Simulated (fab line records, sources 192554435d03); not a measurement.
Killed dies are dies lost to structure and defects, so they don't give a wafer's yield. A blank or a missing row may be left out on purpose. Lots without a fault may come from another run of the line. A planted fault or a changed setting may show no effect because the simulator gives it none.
Chamber matching | flow n5_finfet | N5_BEOL_M5_STRIP_64 on rie_diel-02: 4 sister chambers
The step strips in CF4. 4 wafers are shown with their chamber, then 8 later ones without.

WAFERS WITH THEIR CHAMBER
wafer  | chamber | drypump_motor_current_A (A)
L088.2 | 0       | 5.1
L089.1 | 3       | 5.6
L089.3 | 2       | 6.0
L091.1 | 1       | 5.6

WAFERS WITHOUT THEIR CHAMBER
wafer  | drypump_motor_current_A (A)
L091.2 | 5.6
L091.4 | 6.0
L094.1 | 5.6
L094.2 | 5.6
L094.3 | 5.1
L096.1 | 5.6
L096.5 | 6.1
L096.6 | 5.6

WHICH CHAMBER EACH WENT THROUGH
wafer  | from the rows above     | in truth
L091.2 | can't be placed: 1 or 3 | 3
L091.4 | 2                       | 2
L094.1 | can't be placed: 1 or 3 | 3
L094.2 | can't be placed: 1 or 3 | 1
L094.3 | 0                       | 0
L096.1 | can't be placed: 1 or 3 | 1
L096.5 | 2                       | 2
L096.6 | can't be placed: 1 or 3 | 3
Placed correctly: 3 of 8. Can't be placed from these rows: 5 (the true chamber is among the candidates in 5). Placed wrongly: 0.
How it was worked out, from the rows above alone: a wafer's distance from a chamber is the root of the sum, over the readings, of the square of ((its reading less the chamber's mean) divided by the reading's scatter). The wafer belongs to the nearest chamber; if the next one is less than 2 further off, it can't be placed. A chamber's mean is the mean of its shown wafers. The scatter: with one shown wafer a chamber, the root of the mean of the squares of how far each hidden wafer lies from its nearest shown one.
